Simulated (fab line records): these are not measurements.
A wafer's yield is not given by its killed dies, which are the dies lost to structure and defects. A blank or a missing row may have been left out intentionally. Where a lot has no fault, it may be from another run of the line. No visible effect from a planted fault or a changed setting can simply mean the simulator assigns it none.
Chamber matching -- flow nandHarc -- rieDiel-02 running NHARC_A_CONTACT_DESCUM_13: 4 sister chambers
The step chemistry O2, time 3 s. 4 wafers are shown with their chamber, then 12 later ones without.

## WAFERS WITH THEIR CHAMBER
wafer,chamber,drypumpMotorCurrentA (A)
L087.2,2,6.3
L089.3,3,5.8
L089.4,0,4.8
L089.5,1,5.8

## WAFERS WITHOUT THEIR CHAMBER
wafer,drypumpMotorCurrentA (A)
L090.2,4.8
L090.3,5.8
L090.5,5.8
L092.2,4.8
L092.4,5.8
L092.5,5.8
L093.2,5.8
L093.4,6.3
L093.6,5.8
L096.1,5.8
L096.3,4.7
L096.5,5.8

## EACH ONE'S CHAMBER
wafer,from the rows above,in truth
L090.2,0,0
L090.3,can't be placed: 1 or 3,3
L090.5,can't be placed: 1 or 3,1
L092.2,0,0
L092.4,can't be placed: 1 or 3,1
L092.5,can't be placed: 1 or 3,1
L093.2,can't be placed: 1 or 3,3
L093.4,2,2
L093.6,can't be placed: 1 or 3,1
L096.1,can't be placed: 1 or 3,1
L096.3,0,0
L096.5,can't be placed: 1 or 3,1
Correct placement for 4 of the 12. From these rows, 8 cannot be placed; in 8 the true chamber is one of the candidates. 0 placed wrongly.
How it was worked out, from the rows above alone: a wafer's distance from a chamber is the root of the sum, over the readings, of the square of ((its reading less the chamber's mean) divided by the reading's scatter). The wafer belongs to the nearest chamber; if the next one is less than 2 further off, it can't be placed. The mean given for a chamber averages the wafers shown for that chamber. The scatter (one wafer shown for each chamber): square how far every hidden wafer sits from the nearest shown wafer, average those squares and take the square root.
